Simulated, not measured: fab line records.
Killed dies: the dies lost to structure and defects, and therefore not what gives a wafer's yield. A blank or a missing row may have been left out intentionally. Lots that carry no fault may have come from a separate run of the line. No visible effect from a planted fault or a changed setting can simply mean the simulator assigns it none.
Which of the tools did it? || flow n5Finfet || 9 lots with 27 wafers sampled at 6 steps, on a route of 1938 steps

## WHAT THE GAUGES SHOWED, per wafer
N5_BEOL_M4_THK_MEAS_01. Usual: M4_ILD_THK gives 79.2 nm (standard deviation 0.88).
{"lot": "L192", "measured": "day 7 19:07", "on": "filmMetro-01", "M4_ILD_THK (nm)": "78.9 79.1 78.6", "flag": ""}
{"lot": "L194", "measured": "day 8 07:51", "on": "filmMetro-01", "M4_ILD_THK (nm)": "78.3 79.8 80.1", "flag": ""}
{"lot": "L195", "measured": "day 8 10:43", "on": "filmMetro-02", "M4_ILD_THK (nm)": "80.9 80.7 79.8", "flag": ""}
{"lot": "L197", "measured": "day 8 23:01", "on": "filmMetro-01", "M4_ILD_THK (nm)": "110.8 78.4 113.2", "flag": "OFF"}
{"lot": "L198", "measured": "day 9 09:01", "on": "filmMetro-01", "M4_ILD_THK (nm)": "79.1 78.6 113.0", "flag": "OFF"}
{"lot": "L199", "measured": "day 9 10:55", "on": "filmMetro-01", "M4_ILD_THK (nm)": "78.3 80.1 80.1", "flag": ""}
{"lot": "L207", "measured": "day 11 10:16", "on": "filmMetro-01", "M4_ILD_THK (nm)": "80.0 79.3 80.8", "flag": ""}
{"lot": "L212", "measured": "day 13 01:19", "on": "filmMetro-01", "M4_ILD_THK (nm)": "77.9 79.1 79.1", "flag": ""}
{"lot": "L213", "measured": "day 13 01:23", "on": "filmMetro-02", "M4_ILD_THK (nm)": "79.9 79.1 79.9", "flag": ""}

N5_BEOL_M4_RC_MEAS_101. Usual: DIBL_N 36.4 mV/V, standard deviation 1.4; DIBL_P 36.3 mV/V, standard deviation 1.8; IOFF_N 0.163 nA/um, standard deviation 0.024; IOFF_P 0.21 nA/um, standard deviation 0.034; ION_N 673 uA/um, standard deviation 11; ION_P 461 uA/um, standard deviation 7.4; SS_N 71.6 mV/dec, standard deviation 0.52; SS_P 73.3 mV/dec, standard deviation 0.58; VT_N 249.4 mV, standard deviation 2.5; VT_P -250 mV, standard deviation 3.5.
{"lot": "L192", "measured": "day 8 02:40", "on": "prober-02", "DIBL_N (mV/V)": "37.2 36.7 37.6", "DIBL_P (mV/V)": "37.1 37.9 37.5", "IOFF_N (nA/um)": "0.176 0.180 0.190", "IOFF_P (nA/um)": "0.21 0.23 0.22", "ION_N (uA/um)": "668 684 673", "ION_P (uA/um)": "451 467 456", "SS_N (mV/dec)": "71.9 71.8 71.6", "SS_P (mV/dec)": "73.0 73.3 72.7", "VT_N (mV)": "248.3 248.2 248.1", "VT_P (mV)": "-249 -249 -249", "flag": ""}
{"lot": "L194", "measured": "day 8 18:12", "on": "prober-02", "DIBL_N (mV/V)": "36.8 36.2 35.0", "DIBL_P (mV/V)": "37.2 36.3 35.3", "IOFF_N (nA/um)": "0.173 0.167 0.147", "IOFF_P (nA/um)": "0.19 0.19 0.17", "ION_N (uA/um)": "674 685 668", "ION_P (uA/um)": "449 455 453", "SS_N (mV/dec)": "71.8 71.4 71.9", "SS_P (mV/dec)": "73.8 72.5 72.8", "VT_N (mV)": "246.7 246.7 251.3", "VT_P (mV)": "-254 -254 -254", "flag": ""}
{"lot": "L195", "measured": "day 9 00:22", "on": "prober-02", "DIBL_N (mV/V)": "34.6 36.9 37.7", "DIBL_P (mV/V)": "33.8 36.4 38.1", "IOFF_N (nA/um)": "0.118 0.154 0.176", "IOFF_P (nA/um)": "0.20 0.25 0.27", "ION_N (uA/um)": "651 661 682", "ION_P (uA/um)": "458 462 477", "SS_N (mV/dec)": "70.6 72.2 72.1", "SS_P (mV/dec)": "72.5 72.9 74.1", "VT_N (mV)": "254.1 247.8 249.6", "VT_P (mV)": "-248 -247 -243", "flag": ""}
{"lot": "L197", "measured": "day 9 07:24", "on": "prober-01", "DIBL_N (mV/V)": 35.5, "DIBL_P (mV/V)": 34.4, "IOFF_N (nA/um)": 0.136, "IOFF_P (nA/um)": 0.20, "ION_N (uA/um)": 668, "ION_P (uA/um)": 464, "SS_N (mV/dec)": 71.2, "SS_P (mV/dec)": 72.7, "VT_N (mV)": 249.4, "VT_P (mV)": -249, "flag": ""}
{"lot": "L198", "measured": "day 9 17:22", "on": "prober-01", "DIBL_N (mV/V)": "34.1 35.7", "DIBL_P (mV/V)": "35.5 37.6", "IOFF_N (nA/um)": "0.139 0.168", "IOFF_P (nA/um)": "0.18 0.22", "ION_N (uA/um)": "652 668", "ION_P (uA/um)": "448 455", "SS_N (mV/dec)": "71.5 71.9", "SS_P (mV/dec)": "73.3 73.5", "VT_N (mV)": "253.9 249.8", "VT_P (mV)": "-253 -252", "flag": ""}
{"lot": "L199", "measured": "day 9 20:26", "on": "prober-02", "DIBL_N (mV/V)": "36.0 35.0 36.5", "DIBL_P (mV/V)": "36.8 35.7 37.7", "IOFF_N (nA/um)": "0.169 0.145 0.174", "IOFF_P (nA/um)": "0.23 0.21 0.26", "ION_N (uA/um)": "665 666 680", "ION_P (uA/um)": "461 457 475", "SS_N (mV/dec)": "72.1 71.0 71.9", "SS_P (mV/dec)": "73.5 73.2 73.9", "VT_N (mV)": "248.2 248.0 247.9", "VT_P (mV)": "-247 -249 -244", "flag": ""}
{"lot": "L207", "measured": "day 11 21:12", "on": "prober-02", "DIBL_N (mV/V)": "37.7 35.0 35.7", "DIBL_P (mV/V)": "35.9 33.7 33.7", "IOFF_N (nA/um)": "0.174 0.124 0.138", "IOFF_P (nA/um)": "0.21 0.17 0.17", "ION_N (uA/um)": "663 661 653", "ION_P (uA/um)": "451 455 448", "SS_N (mV/dec)": "72.5 71.4 71.8", "SS_P (mV/dec)": "73.4 73.3 72.7", "VT_N (mV)": "252.2 254.1 252.6", "VT_P (mV)": "-249 -250 -256", "flag": ""}
{"lot": "L212", "measured": "day 13 15:14", "on": "prober-02", "DIBL_N (mV/V)": "35.1 36.0 35.1", "DIBL_P (mV/V)": "34.8 35.2 35.0", "IOFF_N (nA/um)": "0.137 0.146 0.142", "IOFF_P (nA/um)": "0.19 0.20 0.20", "ION_N (uA/um)": "665 666 662", "ION_P (uA/um)": "460 455 456", "SS_N (mV/dec)": "70.9 71.1 70.9", "SS_P (mV/dec)": "73.0 72.9 72.6", "VT_N (mV)": "250.8 251.1 248.0", "VT_P (mV)": "-250 -250 -248", "flag": ""}
{"lot": "L213", "measured": "day 13 12:08", "on": "prober-02", "DIBL_N (mV/V)": "35.3 34.5 35.9", "DIBL_P (mV/V)": "31.4 30.9 32.4", "IOFF_N (nA/um)": "0.130 0.117 0.137", "IOFF_P (nA/um)": "0.15 0.14 0.16", "ION_N (uA/um)": "674 669 660", "ION_P (uA/um)": "453 450 446", "SS_N (mV/dec)": "71.3 70.8 70.6", "SS_P (mV/dec)": "72.9 72.6 72.0", "VT_N (mV)": "250.6 251.5 250.8", "VT_P (mV)": "-258 -257 -255", "flag": ""}

## WHAT TOOL EACH LOT RAN ON (gives the tool, then ch and the chambers of the sampled wafers, and finally the start)
{"lot": "L192", "N5_BEOL_M3_SPUTTER_88": "pvdSputter-03, day 7 17:03", "N5_BEOL_M3_SPUTTER_94": "pvdSputter-03, day 7 17:43", "N5_BEOL_M3_ANNEAL_51": "rtpAnneal-01 ch 0, day 7 18:08", "N5_BEOL_M4_ILD_DEP_00": "pecvd-02 ch 0,1,2, day 7 19:02"}
{"lot": "L194", "N5_BEOL_M3_SPUTTER_88": "pvdSputter-02, day 8 05:46", "N5_BEOL_M3_SPUTTER_94": "pvdSputter-02, day 8 06:25", "N5_BEOL_M3_ANNEAL_51": "rtpAnneal-02 ch 0, day 8 06:56", "N5_BEOL_M4_ILD_DEP_00": "pecvd-01 ch 0,1,2, day 8 07:47"}
{"lot": "L195", "N5_BEOL_M3_SPUTTER_88": "pvdSputter-02, day 8 08:40", "N5_BEOL_M3_SPUTTER_94": "pvdSputter-02, day 8 09:19", "N5_BEOL_M3_ANNEAL_51": "rtpAnneal-02 ch 0, day 8 09:52", "N5_BEOL_M4_ILD_DEP_00": "pecvd-01 ch 0,1,2, day 8 10:40"}
{"lot": "L197", "N5_BEOL_M3_SPUTTER_88": "pvdSputter-03, day 8 20:56", "N5_BEOL_M3_SPUTTER_94": "pvdSputter-03, day 8 21:35", "N5_BEOL_M3_ANNEAL_51": "rtpAnneal-01 ch 0, day 8 22:01", "N5_BEOL_M4_ILD_DEP_00": "pecvd-01 ch 0,2, day 8 22:56"}
{"lot": "L198", "N5_BEOL_M3_SPUTTER_88": "pvdSputter-02, day 9 06:55", "N5_BEOL_M3_SPUTTER_94": "pvdSputter-02, day 9 07:35", "N5_BEOL_M3_ANNEAL_51": "rtpAnneal-01 ch 0, day 9 08:02", "N5_BEOL_M4_ILD_DEP_00": "pecvd-01 ch 0,1,2, day 9 08:57"}
{"lot": "L199", "N5_BEOL_M3_SPUTTER_88": "pvdSputter-02, day 9 08:46", "N5_BEOL_M3_SPUTTER_94": "pvdSputter-02, day 9 09:25", "N5_BEOL_M3_ANNEAL_51": "rtpAnneal-02 ch 0, day 9 09:53", "N5_BEOL_M4_ILD_DEP_00": "pecvd-02 ch 0,1,2, day 9 10:51"}
{"lot": "L207", "N5_BEOL_M3_SPUTTER_88": "pvdSputter-03, day 11 08:11", "N5_BEOL_M3_SPUTTER_94": "pvdSputter-03, day 11 08:51", "N5_BEOL_M3_ANNEAL_51": "rtpAnneal-01 ch 0, day 11 09:20", "N5_BEOL_M4_ILD_DEP_00": "pecvd-03 ch 1,2, day 11 10:11"}
{"lot": "L212", "N5_BEOL_M3_SPUTTER_88": "pvdSputter-03, day 12 23:05", "N5_BEOL_M3_SPUTTER_94": "pvdSputter-03, day 12 23:45", "N5_BEOL_M3_ANNEAL_51": "rtpAnneal-01 ch 0, day 13 00:13", "N5_BEOL_M4_ILD_DEP_00": "pecvd-01 ch 0,2, day 13 01:14"}
{"lot": "L213", "N5_BEOL_M3_SPUTTER_88": "pvdSputter-01, day 12 23:16", "N5_BEOL_M3_SPUTTER_94": "pvdSputter-01, day 12 23:55", "N5_BEOL_M3_ANNEAL_51": "rtpAnneal-02 ch 0, day 13 00:20", "N5_BEOL_M4_ILD_DEP_00": "pecvd-02 ch 0,2, day 13 01:19"}
- N5_BEOL_M3_SPUTTER_88: material Cu, target thk 4.5 nm, time 8.29 s.
- N5_BEOL_M3_SPUTTER_94: material Cu, target thk 4.5 nm, time 8.29 s.
- N5_BEOL_M3_ANNEAL_51: time 90 s.
- N5_BEOL_M4_ILD_DEP_00: deposits SiOC from DEMS/O2, target thk 79 nm, time 15.3 s.

## WHAT THE TOOLS THEMSELVES READ (means of the sampled wafers that have a number; where no wafer has one, the mark that the record gives instead)
N5_BEOL_M3_SPUTTER_88. Usual: susceptorTempC -20.00 C, standard deviation 0.099; throttleValvePct 30.3 %, standard deviation 1.2.
{"lot": "L192", "tool": "pvdSputter-03", "susceptorTempC (C)": -19.99, "throttleValvePct (%)": 30.6, "flag": ""}
{"lot": "L194", "tool": "pvdSputter-02", "susceptorTempC (C)": -19.95, "throttleValvePct (%)": 29.6, "flag": ""}
{"lot": "L195", "tool": "pvdSputter-02", "susceptorTempC (C)": -19.95, "throttleValvePct (%)": 30.6, "flag": ""}
{"lot": "L197", "tool": "pvdSputter-03", "susceptorTempC (C)": -19.97, "throttleValvePct (%)": 30.1, "flag": ""}
{"lot": "L198", "tool": "pvdSputter-02", "susceptorTempC (C)": -19.94, "throttleValvePct (%)": 28.8, "flag": ""}
{"lot": "L199", "tool": "pvdSputter-02", "susceptorTempC (C)": -20.05, "throttleValvePct (%)": 31.3, "flag": ""}
{"lot": "L207", "tool": "pvdSputter-03", "susceptorTempC (C)": -19.98, "throttleValvePct (%)": 30.8, "flag": ""}
{"lot": "L212", "tool": "pvdSputter-03", "susceptorTempC (C)": -20.02, "throttleValvePct (%)": 29.8, "flag": ""}
{"lot": "L213", "tool": "pvdSputter-01", "susceptorTempC (C)": -20.06, "throttleValvePct (%)": 30.4, "flag": ""}

N5_BEOL_M3_SPUTTER_94. Usual: susceptorTempC -19.99 C, standard deviation 0.11; throttleValvePct 30.2 %, standard deviation 1.2.
{"lot": "L192", "tool": "pvdSputter-03", "susceptorTempC (C)": -20.00, "throttleValvePct (%)": 30.6, "flag": ""}
{"lot": "L194", "tool": "pvdSputter-02", "susceptorTempC (C)": -19.99, "throttleValvePct (%)": 29.6, "flag": ""}
{"lot": "L195", "tool": "pvdSputter-02", "susceptorTempC (C)": -19.90, "throttleValvePct (%)": 30.4, "flag": ""}
{"lot": "L197", "tool": "pvdSputter-03", "susceptorTempC (C)": -19.87, "throttleValvePct (%)": 30.2, "flag": ""}
{"lot": "L198", "tool": "pvdSputter-02", "susceptorTempC (C)": -20.09, "throttleValvePct (%)": 28.8, "flag": ""}
{"lot": "L199", "tool": "pvdSputter-02", "susceptorTempC (C)": -19.97, "throttleValvePct (%)": 31.1, "flag": ""}
{"lot": "L207", "tool": "pvdSputter-03", "susceptorTempC (C)": -19.95, "throttleValvePct (%)": 30.8, "flag": ""}
{"lot": "L212", "tool": "pvdSputter-03", "susceptorTempC (C)": -20.00, "throttleValvePct (%)": 29.8, "flag": ""}
{"lot": "L213", "tool": "pvdSputter-01", "susceptorTempC (C)": -19.99, "throttleValvePct (%)": 30.4, "flag": ""}

N5_BEOL_M3_ANNEAL_51. Usual: annealTempCMax 226.4, standard deviation 0.38; wafer_temp_C_max 225.88, standard deviation 0.25.
{"lot": "L192", "tool": "rtpAnneal-01", "annealTempCMax": 226.4, "wafer_temp_C_max": 225.94, "flag": ""}
{"lot": "L194", "tool": "rtpAnneal-02", "annealTempCMax": 226.1, "wafer_temp_C_max": 225.31, "flag": ""}
{"lot": "L195", "tool": "rtpAnneal-02", "annealTempCMax": 226.2, "wafer_temp_C_max": 225.85, "flag": ""}
{"lot": "L197", "tool": "rtpAnneal-01", "annealTempCMax": 226.8, "wafer_temp_C_max": 226.03, "flag": ""}
{"lot": "L198", "tool": "rtpAnneal-01", "annealTempCMax": 226.6, "wafer_temp_C_max": 225.95, "flag": ""}
{"lot": "L199", "tool": "rtpAnneal-02", "annealTempCMax": 226.1, "wafer_temp_C_max": 225.79, "flag": ""}
{"lot": "L207", "tool": "rtpAnneal-01", "annealTempCMax": 226.5, "wafer_temp_C_max": 226.11, "flag": ""}
{"lot": "L212", "tool": "rtpAnneal-01", "annealTempCMax": 226.7, "wafer_temp_C_max": 226.20, "flag": ""}
{"lot": "L213", "tool": "rtpAnneal-02", "annealTempCMax": 226.0, "wafer_temp_C_max": 225.93, "flag": ""}

N5_BEOL_M4_ILD_DEP_00. Usual: heaterPowerW 445 W, standard deviation 78; rfFwdPowerW 491.8 W, standard deviation 2.6; showerheadPlenumPTorr 5.687 Torr, standard deviation 0.013; susceptorTempC 349.99 C, standard deviation 0.22; throttleValvePct 12.0 %, standard deviation 0.81.
{"lot": "L192", "tool": "pecvd-02", "heaterPowerW (W)": 529, "rfFwdPowerW (W)": 490.3, "showerheadPlenumPTorr (Torr)": 5.699, "susceptorTempC (C)": 350.22, "throttleValvePct (%)": 11.8, "flag": ""}
{"lot": "L194", "tool": "pecvd-01", "heaterPowerW (W)": 451, "rfFwdPowerW (W)": 491.8, "showerheadPlenumPTorr (Torr)": 5.693, "susceptorTempC (C)": 350.09, "throttleValvePct (%)": 11.7, "flag": ""}
{"lot": "L195", "tool": "pecvd-01", "heaterPowerW (W)": 432, "rfFwdPowerW (W)": 490.6, "showerheadPlenumPTorr (Torr)": 5.680, "susceptorTempC (C)": 349.88, "throttleValvePct (%)": 11.6, "flag": ""}
{"lot": "L197", "tool": "pecvd-01", "heaterPowerW (W)": 432, "rfFwdPowerW (W)": 492.3, "showerheadPlenumPTorr (Torr)": 5.685, "susceptorTempC (C)": 349.78, "throttleValvePct (%)": 12.2, "flag": ""}
{"lot": "L198", "tool": "pecvd-01", "heaterPowerW (W)": 380, "rfFwdPowerW (W)": 491.7, "showerheadPlenumPTorr (Torr)": 5.684, "susceptorTempC (C)": 350.18, "throttleValvePct (%)": 11.6, "flag": ""}
{"lot": "L199", "tool": "pecvd-02", "heaterPowerW (W)": 525, "rfFwdPowerW (W)": 492.3, "showerheadPlenumPTorr (Torr)": 5.689, "susceptorTempC (C)": 349.84, "throttleValvePct (%)": 11.9, "flag": ""}
{"lot": "L207", "tool": "pecvd-03", "heaterPowerW (W)": 420, "rfFwdPowerW (W)": 494.3, "showerheadPlenumPTorr (Torr)": 5.688, "susceptorTempC (C)": 349.88, "throttleValvePct (%)": 12.1, "flag": ""}
{"lot": "L212", "tool": "pecvd-01", "heaterPowerW (W)": 434, "rfFwdPowerW (W)": 491.0, "showerheadPlenumPTorr (Torr)": 5.700, "susceptorTempC (C)": 350.08, "throttleValvePct (%)": 11.3, "flag": ""}
{"lot": "L213", "tool": "pecvd-02", "heaterPowerW (W)": 527, "rfFwdPowerW (W)": 489.8, "showerheadPlenumPTorr (Torr)": 5.709, "susceptorTempC (C)": 350.37, "throttleValvePct (%)": 12.1, "flag": ""}

## THE ANSWER, worked out from the rows above alone
Rule: a lot is off if the mean of its wafers that have a number lies more than 3 standard deviations from the usual mean. Also off: a lot with no number at a reading for which 4 or more lots have one. All remaining lots with rows at the step are treated as sound. First the gauges in route order, then the tools' own readings, where a lot's mean is used as printed above. At the first step where some lot is off, the reading lying furthest off is the one used; lots without a number count as furthest.
Off: at N5_BEOL_M4_THK_MEAS_01 (M4_ILD_THK), L197, L198.
If a tool, at a process step before that reading, ran all the lots that are off and no sound lot after the first of them, it fits. Those tools and the gauges at N5_BEOL_M4_THK_MEAS_01 are tried in the same way. None of those tried fits.

## WHAT HAD BEEN PUT IN BY THE SIMULATOR
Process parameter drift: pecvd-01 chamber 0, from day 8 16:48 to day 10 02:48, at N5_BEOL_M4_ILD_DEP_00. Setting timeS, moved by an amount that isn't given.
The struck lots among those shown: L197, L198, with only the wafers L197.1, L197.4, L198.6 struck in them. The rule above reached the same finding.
